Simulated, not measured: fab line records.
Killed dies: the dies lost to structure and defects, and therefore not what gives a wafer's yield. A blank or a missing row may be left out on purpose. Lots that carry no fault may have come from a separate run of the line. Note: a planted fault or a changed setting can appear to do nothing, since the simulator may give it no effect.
One fault seen from 2 desks || flow n5-finfet || each desk holds nothing but its own numbers, with what lay behind them at the end

THE METROLOGY DESK
What the gauges read for every lot (on any tool): the sampled wafers with a number, averaged. A lot is out of limits, marked OUT, if its mean lies more than 4 standard deviations from the usual mean; the brackets give that distance. 7 of its 14 readings are shown: the first one out of limits and those lying furthest out on some lot.
Columns: A = IOFF_P at N5_BEOL_M4_RC_MEAS_101, usual 0.21 nA/um; B = IOFF_P_LIN at N5_BEOL_M4_RC_MEAS_101, usual 0.100 nA/um; C = IOFF_P_LONG at N5_BEOL_M4_RC_MEAS_101, usual 0.000107 nA/um; D = ION_P at N5_BEOL_M4_RC_MEAS_101, usual 463 uA/um; E = VT_P at N5_BEOL_M4_RC_MEAS_101, usual -250 mV; F = VT_P_LONG at N5_BEOL_M4_RC_MEAS_101, usual -275.4 mV; G = VT_P_LVT at N5_BEOL_M4_RC_MEAS_101, usual -98.5 mV
{"lot": "L144", "first seen here": "day 8 02:01", "A": 0.20, "B": 0.097, "C": 0.000116, "D": 461, "E": -251, "F": -273.5, "G": -97.1}
{"lot": "L152", "first seen here": "day 10 07:29", "A": 0.18, "B": 0.088, "C": 0.000095, "D": 457, "E": -254, "F": -279.1, "G": -102.1}
{"lot": "L153", "first seen here": "day 10 17:39", "A": 0.18, "B": 0.089, "C": 0.000115, "D": 459, "E": -253, "F": -275.0, "G": -99.1}
{"lot": "L154", "first seen here": "day 10 23:28", "A": 0.18, "B": 0.090, "C": 0.000116, "D": 463, "E": -252, "F": -272.7, "G": -100.3}
{"lot": "L155", "first seen here": "day 11 07:07", "A": 0.20, "B": 0.096, "C": 0.000101, "D": 460, "E": -252, "F": -276.8, "G": -99.8}
{"lot": "L156", "first seen here": "day 11 09:07", "A": 0.32, "B": 0.158, "C": "0.000149 (+4.8) OUT", "D": 485, "E": "-236 (+4.1) OUT", "F": "-263.4 (+4.3) OUT", "G": -86.6}
{"lot": "L160", "first seen here": "day 12 15:02", "A": 0.18, "B": 0.093, "C": 0.000114, "D": 460, "E": -250, "F": -276.0, "G": -97.7}
{"lot": "L164", "first seen here": "day 13 11:44", "A": 0.30, "B": 0.132, "C": 0.000119, "D": 473, "E": -244, "F": -272.3, "G": -93.4}
This desk's result: L156 out of limits, first on L156 (IOFF_P_LONG at N5_BEOL_M4_RC_MEAS_101), day 11 09:07. L144, L152, L153, L154, L155, L160, L164 stayed within limits.

AT THE TOOL OWNER'S DESK: ald-metal-02
The tool's own readings at N5_HKMG_FIN_ALD_36 (deposits TiN, target thk 1 nm, pulse time 1 s, purge time 3 s): means of the sampled wafers that have a number, for each lot that ran on this tool. A lot is out of limits, marked OUT, if its mean lies more than 4 standard deviations from the usual mean; the brackets give that distance.
Columns: A = heater-power-w at N5_HKMG_FIN_ALD_36, usual 892 W; B = precursor-pulse-height-rel at N5_HKMG_FIN_ALD_36, usual 1.000
{"lot": "L152", "first seen here": "day 6 15:45", "A": 852, "B": 0.983}
{"lot": "L153", "first seen here": "day 6 23:09", "A": 936, "B": 1.006}
{"lot": "L156", "first seen here": "day 7 16:51", "A": 852, "B": 1.007}
{"lot": "L160", "first seen here": "day 8 18:31", "A": 847, "B": 1.021}
This desk found nothing out of limits on any of the 4 lots.

PUT TOGETHER
On L156, the metrology desk was in a position to raise an alarm at day 11 09:07.
Nothing out of limits was seen by the tool owner's desk.
Tool owner's desk: L156 on record, inside its limits.
The lots listed all ran N5_HKMG_FIN_ALD_36 on ald-metal-02.

WHAT HAD BEEN PUT IN BY THE SIMULATOR
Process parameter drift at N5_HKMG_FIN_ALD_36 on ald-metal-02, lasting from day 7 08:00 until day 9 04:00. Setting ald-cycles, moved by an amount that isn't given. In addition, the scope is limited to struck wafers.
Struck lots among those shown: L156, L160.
Time in hours between the start of the fault and the first out-of-limits reading at each desk: metrology desk, 97.
